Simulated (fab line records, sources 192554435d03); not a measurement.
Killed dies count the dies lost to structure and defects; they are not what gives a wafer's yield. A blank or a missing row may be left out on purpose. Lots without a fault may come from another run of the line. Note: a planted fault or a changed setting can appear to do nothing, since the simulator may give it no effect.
fab line records	flow n5_finfet
record lots=6	wafers=18	last_day=17
route steps=1938 shown MOL_CONTACT_COAG@629 BEOL_M0_SAQP@632 BEOL_M4@1111 PASSIVATION@1936
lots untouched by any fault: they come from a run of this same line in which no faults occurred
start_h: hours from the record's first day to the start of the lot's first wafer shown	wait_h: hours from the lot's prior step to this one	" identical to the entry in the row above	L1.1+2: a single row standing in for several wafers	- no value, or no start given	* or withheld: withheld	< > ~ a bound
route shown NAME@n: a module of which the file shows steps, and the number in the route of the first	usual: mean/standard deviation taken from wafers without a fault	same: alike in all rows	chamber/n: place in a boat	sites: readings site by site	_std_site: the values' standard deviation	_edge_site: the outer-site mean with the inner-site mean subtracted	radius_mm: for every site, how far away it sits from the centre of the wafer	mask NAME#n: copy n	behind: the last tool/chamber to shape the wafer	hold: why the lot went on hold/how many hours it stayed there/how the hold came to an end	device: transistor that didn't switch, given as n, p or np	end of line: tests run on the same wafers once the route is complete	a step given without rows: its recipe and nothing more	killed: dies that structure and defects cost at the first sort, which is not the same as the wafer's yield	map: the dies of a wafer, with x for killed, . for not killed, _ for no die there
set.NAME: the run value of the setting; set.NAME@STEP: its run value at that earlier step	model.NAME: the simulator's own value behind a step, which no gauge read
a table for each step, a row for each wafer; lots at some steps of the route
services: from which hour (start_h, from the record's first day; less than 0 if before it) a tool's chamber was out of use, for how many hours, and why
## steps
# step N5_MOL_CONTACT_COAG_ANNEAL_112
# recipe temp_c=400	time_s=1800	ambient=HPD2	pressure_atm=10
# step N5_MOL_CONTACT_COAG_INSPECT_97
# recipe inspect_instrument=darkfield	mode=post_anneal
# usual raw_defect_count=46/16
lot.wafer	tool	chamber	start_h	wait_h	raw_defect_count
L347.2	defect_inspect-02	-	104.27	0.1	29
L347.4	"	-	"	"	37
L347.6	"	-	"	"	24
L351.4	defect_inspect-02	-	127.99	0.1	39
L351.5	"	-	"	"	28
L351.6	"	-	"	"	31
L358.1	defect_inspect-01	-	180.77	0.0	32
L358.3	"	-	"	"	48
L358.6	"	-	"	"	33
L359.1	defect_inspect-02	-	186.46	0.0	41
L359.3	"	-	"	"	59
L359.5	"	-	"	"	53
L365.2	defect_inspect-01	-	224.29	0.0	21
L365.3	"	-	"	"	35
L365.6	"	-	"	"	46
L367.1	defect_inspect-02	-	232.48	0.0	57
L367.4	"	-	"	"	57
L367.6	"	-	"	"	43
# step N5_BEOL_M0_SAQP_PECVD_00
# recipe material=SiCN	target_thk_a=80	temp_c=withheld	precursor=3MS/NH3	pressure_torr=3	rf_w=202	time_s=14
# step N5_BEOL_M0_SAQP_ILD_DEP_01
# recipe material=SiOC	target_thk_a=454.19	temp_c=350	precursor=DEMS/O2	pressure_torr=5	rf_w=500	time_s=8.7
# usual heater_power_w=450/46	showerhead_plenum_p_Torr=5.687/0.014	throttle_valve_pct=11.7/0.53
lot.wafer	tool	chamber	start_h	wait_h	heater_power_w	showerhead_plenum_p_Torr	throttle_valve_pct
L347.2	pecvd-03	1	104.61	0.0	387	5.691	11.4
L347.4	"	0	"	"	456	5.697	11.6
L347.6	"	1	"	"	378	5.691	11.6
L351.4	pecvd-02	1	128.30	0.0	492	5.689	11.9
L351.5	"	0	"	"	475	5.661	12.4
L351.6	"	2	"	"	440	5.695	11.0
L358.1	pecvd-02	1	181.13	0.0	517	5.710	12.2
L358.3	"	0	"	"	389	5.673	12.6
L358.6	"	2	"	"	412	5.687	11.0
L359.1	pecvd-02	1	186.82	0.0	508	5.714	12.2
L359.3	"	0	"	"	419	5.657	12.9
L359.5	"	1	"	"	407	5.697	12.2
L365.2	pecvd-03	1	224.63	0.0	382	5.689	11.7
L365.3	"	2	"	"	502	5.671	11.4
L365.6	"	0	"	"	427	5.679	11.8
L367.1	pecvd-03	1	232.83	0.0	409	5.688	11.6
L367.4	"	1	"	"	417	5.688	11.6
L367.6	"	2	"	"	531	5.685	11.3
# step N5_BEOL_M0_SAQP_HM_DEP_02
# recipe material=TiN	target_thk_a=120	temp_c=25	chamber_pressure_pa=0.49996
# usual substrate_temp_c=24.98/0.12	throttle_valve_pct=29.6/1
lot.wafer	tool	chamber	start_h	wait_h	substrate_temp_c	throttle_valve_pct
L347.2	pvd_sputter-01	-	105.61	1.0	25.25	30.9
L347.4	"	-	"	"	24.98	30.9
L347.6	"	-	"	"	24.99	31.0
L351.4	pvd_sputter-02	-	128.79	0.5	24.84	30.3
L351.5	"	-	"	"	25.04	30.2
L351.6	"	-	"	"	25.01	29.0
L358.1	pvd_sputter-02	-	181.30	0.2	25.04	28.9
L358.3	"	-	"	"	25.03	28.6
L358.6	"	-	"	"	24.96	28.3
L359.1	pvd_sputter-03	-	187.28	0.4	24.87	31.5
L359.3	"	-	"	"	24.94	28.4
L359.5	"	-	"	"	25.03	29.1
L365.2	pvd_sputter-03	-	225.03	0.4	25.05	29.9
L365.3	"	-	"	"	24.83	29.0
L365.6	"	-	"	"	25.09	29.7
L367.1	pvd_sputter-02	-	233.25	0.4	24.94	28.9
L367.4	"	-	"	"	24.85	30.0
L367.6	"	-	"	"	24.88	29.2
# step N5_BEOL_M0_SAQP_PECVD_03
# recipe material=SiCN	target_thk_a=120	temp_c=withheld	precursor=3MS/NH3	pressure_torr=3	rf_w=202	time_s=21.1
# usual showerhead_plenum_p_Torr=3.659/0.011	throttle_valve_pct=9.0/0.43
lot.wafer	tool	chamber	start_h	wait_h	showerhead_plenum_p_Torr	throttle_valve_pct
L347.2	pecvd-02	0	105.73	0.1	3.640	9.3
L347.4	"	1	"	"	3.670	9.4
L347.6	"	0	"	"	3.641	9.5
L351.4	pecvd-03	2	128.92	0.1	3.644	8.7
L351.5	"	0	"	"	3.666	8.9
L351.6	"	1	"	"	3.653	8.7
L358.1	pecvd-03	0	181.42	0.1	3.666	8.5
L358.3	"	1	"	"	3.657	8.5
L358.6	"	1	"	"	3.671	8.8
L359.1	pecvd-03	1	187.40	0.1	3.653	9.0
L359.3	"	0	"	"	3.666	8.8
L359.5	"	2	"	"	3.644	8.7
L365.2	pecvd-02	1	225.15	0.1	3.673	9.3
L365.3	"	0	"	"	3.641	9.6
L365.6	"	2	"	"	3.666	8.6
L367.1	pecvd-02	0	233.37	0.1	3.646	9.5
L367.4	"	0	"	"	3.630	9.3
L367.6	"	1	"	"	3.688	9.4
# step N5_BEOL_M0_SAQP_PECVD_96
# recipe material=a-Si	target_thk_a=450	temp_c=350	precursor=SiH4/He	pressure_torr=3	rf_w=100	time_s=45.2
# step N5_BEOL_M0_SAQP_PECVD_97
# recipe material=SiNx	target_thk_a=230	temp_c=350	precursor=SiH4/NH3/N2	pressure_torr=1.5	rf_w=300	time_s=19.9
# step N5_BEOL_M0_SAQP_PECVD_04
# recipe material=a-Si	target_thk_a=600	temp_c=350	precursor=SiH4/He	pressure_torr=3	rf_w=100	time_s=60.2
# usual heater_power_w=584/55	showerhead_plenum_p_Torr=5.64/0.043	throttle_valve_pct=18.0/0.87
lot.wafer	tool	chamber	start_h	wait_h	heater_power_w	showerhead_plenum_p_Torr	throttle_valve_pct
L347.2	pecvd-02	0	105.85	0.0	568	5.58	19.1
L347.4	"	1	"	"	621	5.71	18.7
L347.6	"	0	"	"	554	5.55	18.8
L351.4	pecvd-03	2	129.06	0.0	607	5.59	17.4
L351.5	"	0	"	"	594	5.66	17.9
L351.6	"	1	"	"	519	5.64	17.7
L358.1	pecvd-03	0	181.60	0.0	577	5.64	17.5
L358.3	"	1	"	"	559	5.64	17.2
L358.6	"	1	"	"	540	5.65	17.4
L359.1	pecvd-03	1	187.51	0.0	557	5.65	17.7
L359.3	"	0	"	"	625	5.66	17.7
L359.5	"	2	"	"	646	5.60	17.4
L365.2	pecvd-02	1	225.26	0.0	639	5.73	18.6
L365.3	"	0	"	"	603	5.56	19.1
L365.6	"	2	"	"	629	5.68	16.5
L367.1	pecvd-02	0	233.48	0.0	618	5.56	19.0
L367.4	"	0	"	"	519	5.55	18.7
L367.6	"	1	"	"	645	5.72	18.7
# step N5_BEOL_M0_SAQP_THK_MEAS_05
# usual thk_nm=60.0/0.75
lot.wafer	tool	chamber	start_h	wait_h	thk_nm
L347.2	film_metro-01	-	105.95	0.1	59.0
L347.4	"	-	"	"	59.9
L347.6	"	-	"	"	59.5
L351.4	film_metro-01	-	129.12	0.0	60.6
L351.5	"	-	"	"	59.8
L351.6	"	-	"	"	59.4
L358.1	film_metro-01	-	181.72	0.1	59.6
L358.3	"	-	"	"	60.1
L358.6	"	-	"	"	59.1
L359.1	film_metro-02	-	187.61	0.1	59.6
L359.3	"	-	"	"	58.8
L359.5	"	-	"	"	60.8
L365.2	film_metro-02	-	225.36	0.1	60.0
L365.3	"	-	"	"	60.0
L365.6	"	-	"	"	60.7
L367.1	film_metro-02	-	233.58	0.1	59.6
L367.4	"	-	"	"	61.0
L367.6	"	-	"	"	59.6
# step N5_BEOL_M0_SAQP_HM_DEP_111
# recipe material=SiO2	target_thk_a=120	temp_c=400	precursor=SiH4/N2O	pressure_torr=0.75	rf_w=275	time_s=7.2
# usual heater_power_w=735/61	showerhead_plenum_p_Torr=8.09/0.12
lot.wafer	tool	chamber	start_h	wait_h	heater_power_w	showerhead_plenum_p_Torr
L347.2	pecvd-03	0	105.98	0.0	752	8.09
L347.4	"	2	"	"	781	7.99
L347.6	"	1	"	"	689	8.09
L351.4	pecvd-02	1	129.18	0.1	787	8.28
L351.5	"	2	"	"	765	8.20
L351.6	"	0	"	"	734	7.86
L358.1	pecvd-04	0	181.76	0.0	805	8.07
L358.3	"	1	"	"	611	8.04
L358.6	"	0	"	"	819	8.06
L359.1	pecvd-04	2	187.64	0.0	637	8.18
L359.3	"	1	"	"	708	8.05
L359.5	"	2	"	"	664	8.19
L365.2	pecvd-04	1	225.40	0.0	689	8.07
L365.3	"	0	"	"	847	8.07
L365.6	"	1	"	"	706	8.05
L367.1	pecvd-04	1	233.61	0.0	674	8.06
L367.4	"	0	"	"	749	8.07
L367.6	"	1	"	"	671	8.05
# step N5_BEOL_M0_SAQP_COAT_81
# recipe resist=SOC	temp_c=250	time_s=60	spin_rpm=1500	resist_thk_nm=100
# usual dispense_pressure_kPa=44.0/2.6	heater_power_total_W=500.4/1.8	plate_temp_C=250.04/0.17
lot.wafer	tool	chamber	start_h	wait_h	dispense_pressure_kPa	heater_power_total_W	plate_temp_C
L347.2	litho_track-01	0	106.06	0.1	47.9	502.2	250.00
L347.4	"	0	"	"	47.9	503.0	249.93
L347.6	"	0	"	"	47.9	500.9	250.03
L351.4	litho_track-02	0	129.23	0.0	41.5	500.4	249.96
L351.5	"	0	"	"	41.5	500.1	250.08
L351.6	"	0	"	"	41.5	503.2	250.20
L358.1	litho_track-02	0	181.84	0.1	41.4	841.3	268.00
L358.3	"	0	"	"	41.5	840.7	267.92
L358.6	"	0	"	"	41.5	842.9	267.76
L359.1	litho_track-02	0	187.73	0.1	41.5	842.9	268.37
L359.3	"	0	"	"	41.5	840.4	268.23
L359.5	"	0	"	"	41.5	843.2	268.08
L365.2	litho_track-01	0	225.50	0.1	47.7	499.1	250.15
L365.3	"	0	"	"	47.7	503.3	249.80
L365.6	"	0	"	"	47.8	502.2	250.08
L367.1	litho_track-01	0	233.69	0.1	47.8	500.8	249.97
L367.4	"	0	"	"	47.7	501.4	249.93
L367.6	"	0	"	"	47.8	502.4	250.09
# step N5_BEOL_M0_SAQP_COAT_82
# recipe resist=SiARC	temp_c=220	time_s=60	spin_rpm=1500	resist_thk_nm=30
# step N5_BEOL_M4_RC_MEAS_101
# usual DIBL_N=36.3/1.2	DIBL_P=36.7/1.5	IOFF_N=0.164/0.02	IOFF_P=0.214/0.024	ION_N=673/8.5	ION_P=461/5.9	SS_N=71.6/0.44	SS_P=73.3/0.55	VT_N=249.4/2.4	VT_P=-250.0/2.3
lot.wafer	tool	chamber	start_h	wait_h	DIBL_N[mV/V]	DIBL_P[mV/V]	IOFF_N[nA/um]	IOFF_P[nA/um]	ION_N[uA/um]	ION_P[uA/um]	SS_N[mV/dec]	SS_P[mV/dec]	VT_N[mV]	VT_P[mV]
L347.2	prober-01	0	158.24	0.2	35.1	35.1	0.145	0.184	670	460	71.3	73.2	251.1	-252.7
L347.4	"	0	"	"	37.0	37.0	0.173	0.213	679	459	72.0	72.8	249.2	-248.5
L347.6	"	0	"	"	33.9	33.9	0.127	0.173	668	459	71.4	72.7	253.1	-251.3
L351.4	prober-01	0	189.46	0.5	33.7	33.1	0.113	0.149	659	450	71.1	72.2	256.6	-254.5
L351.5	"	0	"	"	36.2	36.5	0.157	0.192	671	459	71.8	72.8	252.7	-252.7
L351.6	"	0	"	"	36.8	36.6	0.163	0.192	671	454	71.8	73.9	252.7	-250.6
L358.1	prober-02	0	233.20	0.0	38.0	38.7	0.196	0.258	672	464	72.0	73.9	248.1	-245.5
L358.3	"	0	"	"	35.6	35.4	0.153	0.209	671	459	72.1	73.8	252.9	-250.9
L358.6	"	0	"	"	36.2	36.1	0.160	0.213	673	462	72.3	74.1	249.9	-250.0
L359.1	prober-02	0	247.75	0.0	37.7	36.2	0.166	0.207	667	461	72.1	73.8	248.4	-253.3
L359.3	"	0	"	"	38.3	36.9	0.179	0.223	673	457	71.8	74.3	248.9	-247.9
L359.5	"	0	"	"	38.0	37.0	0.183	0.222	672	457	71.5	73.8	249.3	-252.9
L365.2	prober-01	0	281.12	0.2	35.2	37.4	0.164	0.210	682	464	71.4	72.5	247.2	-249.2
L365.3	"	0	"	"	33.8	35.5	0.130	0.181	660	456	71.2	71.9	252.8	-249.8
L365.6	"	0	"	"	34.3	36.2	0.150	0.189	668	453	71.1	72.4	249.9	-252.0
L367.1	prober-02	0	286.17	0.0	37.4	36.7	0.173	0.218	677	464	71.2	72.6	249.8	-250.0
L367.4	"	0	"	"	36.9	35.8	0.159	0.203	656	453	71.7	73.3	250.4	-253.3
L367.6	"	0	"	"	36.5	35.9	0.157	0.211	668	459	71.1	73.2	249.5	-249.3
# step N5_PASSIVATION_PROBE_49
# usual defect_limited_yield=91.2/1.5	killed_at_M0_to_M3=35/11	killed_at_M4_up=13/5.6	killed_at_contacts=13/6.3	killed_at_front_end=38/12	killed_at_other=3.7/2.9	killed_dies=104/18	killed_open=69/13	killed_short=34/8.3	sort_bin_5_function=5.2/0.95	sort_bin_6_memory=3.3/0.68	sort_n_pass=1076/18	sort_yield_pct=91.2/1.5
# same gross_dies=1180	killed_at_back_side=0	sort_bin_4_leakage[%]=0	sort_bin_8_speed[%]=0
lot.wafer	tool	chamber	start_h	wait_h	defect_limited_yield[%]	killed_at_M0_to_M3	killed_at_M4_up	killed_at_contacts	killed_at_front_end	killed_at_other	killed_dies	killed_open	killed_short	sort_bin_5_function[%]	sort_bin_6_memory[%]	sort_n_pass	sort_yield_pct[%]
L359.1	prober-01	-	349.86	0.0	90.8	45	21	5	33	4	108	69	38	5.3	3.4	1072	90.8
L359.3	prober-01	-	349.96	0.1	93.0	28	16	10	20	9	83	58	25	4.3	2.5	1097	93.0
# killed by level:class
L359.1 BEOL_M3:geometric_particle:open=9 BEOL_M0_SAQP:geometric_particle:short=8 BEOL_M4:geometric_particle:open=8 BEOL_M0_SAQP:geometric_particle:open=7 GATE_CUT:geometric_particle:open=6 BEOL_M0:geometric_particle:open=6 FIN_SAQP:geometric_particle:short=5 FIN_SAQP:geometric_particle:open=4
L359.3 MOL_CONTACT_COAG:geometric_particle:open=10 BEOL_M4:geometric_particle:open=8 BEOL_M3:geometric_particle:open=7 BEOL_M0_SAQP:geometric_particle:short=6 BEOL_M0:geometric_particle:open=4 BEOL_M2:geometric_particle:open=4 PAD_METAL:geometric_particle:open=4 PAD_METAL:geometric_particle:short=4
## services
tool	chamber	start_h	hours	kind
pecvd-02	0	92.22	3.7	repair
pecvd-04	-	112.14	0.4	repair
pecvd-02	1	133.74	5.5	scheduled_down
pecvd-04	0	140.44	5.5	scheduled_down
pecvd-04	-	140.80	0.6	repair
pecvd-03	2	166.60	19.3	repair
pecvd-04	-	172.05	0.9	repair
pecvd-04	2	202.38	-	clean
pecvd-04	2	202.38	-	consumable_replace:showerhead
pecvd-04	2	202.38	29.0	scheduled_down
pecvd-04	2	202.38	29.0	vent_cycle
## key
first_sign step=N5_BEOL_M0_SAQP_COAT_81	reading=heater_power_total_W	direction=up	sigmas=99+	usual=*	struck=*
effect step=N5_BEOL_M0_SAQP_COAT_81	reading=plate_temp_C	direction=up	sigmas=99+	usual=*	struck=*
met_at N5_BEOL_M0_SAQP_COAT_81
struck_wafers L358.1,L358.3,L358.6,L359.1,L359.3,L359.5
onset_between 129.23 181.84
fault kind=process_parameter_drift	tool=litho_track-02	chamber=-	onset_h=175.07	steps=N5_BEOL_M0_SAQP_COAT_81	channel=temp_c	offset=*	shape=step	end_h=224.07	acts_in=*	stated=*
